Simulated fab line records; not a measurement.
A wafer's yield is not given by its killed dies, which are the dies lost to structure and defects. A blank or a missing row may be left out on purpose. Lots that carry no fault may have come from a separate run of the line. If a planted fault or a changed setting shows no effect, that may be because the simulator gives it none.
Which tool is to blame?	flow n5_finfet	24 lots with 72 wafers sampled at 2 steps, on a route of 1938 steps

== WHAT THE GAUGES SHOWED, per wafer ==
N5_BEOL_M11_OCD_MEAS_38.
lot	measured	on	trench_depth_nm (nm)
L074	day 10 13:23	ocd-02	145.1 147.7 150.7
L075	day 10 16:27	ocd-02	149.8 148.5 148.8
L076	day 11 00:22	ocd-02	142.6 144.3 143.7
L078	day 11 02:59	ocd-02	146.5 146.2 145.4
L077	day 11 08:01	ocd-02	145.8 147.0 146.0
L079	day 12 01:35	ocd-02	150.7 144.0 150.7
L080	day 12 14:37	ocd-02	145.2 147.0 146.4
L081	day 12 18:32	ocd-02	148.0 147.0 149.5
L084	day 13 23:23	ocd-02	147.5 148.8 151.7
L087	day 14 01:49	ocd-02	148.9 146.2 146.5
L083	day 14 03:20	ocd-01	149.8 148.6 144.9
L082	day 14 05:50	ocd-01	144.6 149.3 144.5
L086	day 14 08:13	ocd-01	147.4 146.5 144.0
L085	day 14 13:02	ocd-02	150.6 150.7 150.3
L088	day 14 16:39	ocd-01	143.7 148.0 148.4
L089	day 15 07:54	ocd-02	146.6 145.7 148.1
L091	day 15 18:29	ocd-02	145.1 148.2 146.9
L090	day 15 18:52	ocd-01	150.4 147.5 150.5
L092	day 15 21:10	ocd-02	148.6 147.8 146.1
L094	day 15 21:20	ocd-02	146.1 147.1 144.6
L093	day 15 21:53	ocd-02	147.4 151.5 151.5
L095	day 16 04:34	ocd-01	150.9 148.9 147.6
L096	day 16 10:13	ocd-02	144.0 146.5 147.9
L097	day 17 04:06	ocd-01	150.8 150.6 151.0

N5_BEOL_M11_CD_MEAS_35 targets a cd of 70 nm.
lot	measured	on	cd_nm (nm)
L074	day 10 13:32	cd_sem-03	70.3 69.8 70.1
L075	day 10 16:36	cd_sem-02	69.2 69.2 69.8
L076	day 11 00:32	cd_sem-01	69.5 69.6 69.8
L078	day 11 03:10	cd_sem-03	70.6 69.2 70.6
L077	day 11 08:11	cd_sem-02	70.0 69.8 69.7
L079	day 12 01:44	cd_sem-02	70.3 69.6 69.9
L080	day 12 14:46	cd_sem-03	69.4 69.7 70.1
L081	day 12 18:42	cd_sem-01	70.4 70.1 70.5
L084	day 13 23:32	cd_sem-02	70.6 70.3 70.2
L087	day 14 01:58	cd_sem-01	70.2 69.9 69.3
L083	day 14 03:29	cd_sem-02	69.6 69.8 70.2
L082	day 14 06:00	cd_sem-03	69.8 69.9 69.8
L086	day 14 08:22	cd_sem-01	69.7 69.2 68.9
L085	day 14 13:11	cd_sem-03	70.4 69.9 69.5
L088	day 14 16:48	cd_sem-03	69.7 70.3 69.3
L089	day 15 08:03	cd_sem-01	70.5 70.8 70.1
L091	day 15 18:44	cd_sem-03	69.6 69.2 68.6
L090	day 15 19:01	cd_sem-03	69.7 69.9 70.4
L092	day 15 21:19	cd_sem-02	70.0 70.2 70.2
L094	day 15 21:35	cd_sem-02	70.4 70.3 69.9
L093	day 15 22:02	cd_sem-03	69.8 70.0 69.5
L095	day 16 04:43	cd_sem-02	69.8 70.4 70.3
L096	day 16 10:28	cd_sem-01	69.4 69.4 69.6
L097	day 17 04:16	cd_sem-01	71.0 69.8 70.1

== TOOL THAT RAN EACH LOT (tool first, then ch and the chambers of the sampled wafers, then the start) ==
Before these readings, the record contains no process step.

== WHAT THE TOOLS THEMSELVES READ (means of the sampled wafers that have a number; where no wafer has one, the mark that the record gives instead) ==
The record holds no such reading with a usual standard deviation.

== THE ANSWER, worked out from the rows above alone ==
Rule: what is usual is taken from the lots themselves. The widest of any qualifying gaps counts: lots, ordered by their means at a reading, are off when they make up no more than a third of the lots, leave a main group of 4 or more, and stand apart from it by 3 or more times the standard deviation of that group's means. A main group is skipped when, at the precision printed for the reading in the tables above, its means are all equal. Also off: a lot with no number at a reading for which 4 or more lots have one. Where the step has rows for the other lots, those lots are counted as sound. The gauges are gone through in route order, then the tools' own readings, and for those a lot's mean is taken as printed above. At the first step where some lot is off, the reading lying furthest off is the one used; lots without a number count as furthest.
Across all readings shown, no lot is off: no conclusion can be drawn from this.

== WHAT HAD BEEN PUT IN BY THE SIMULATOR ==
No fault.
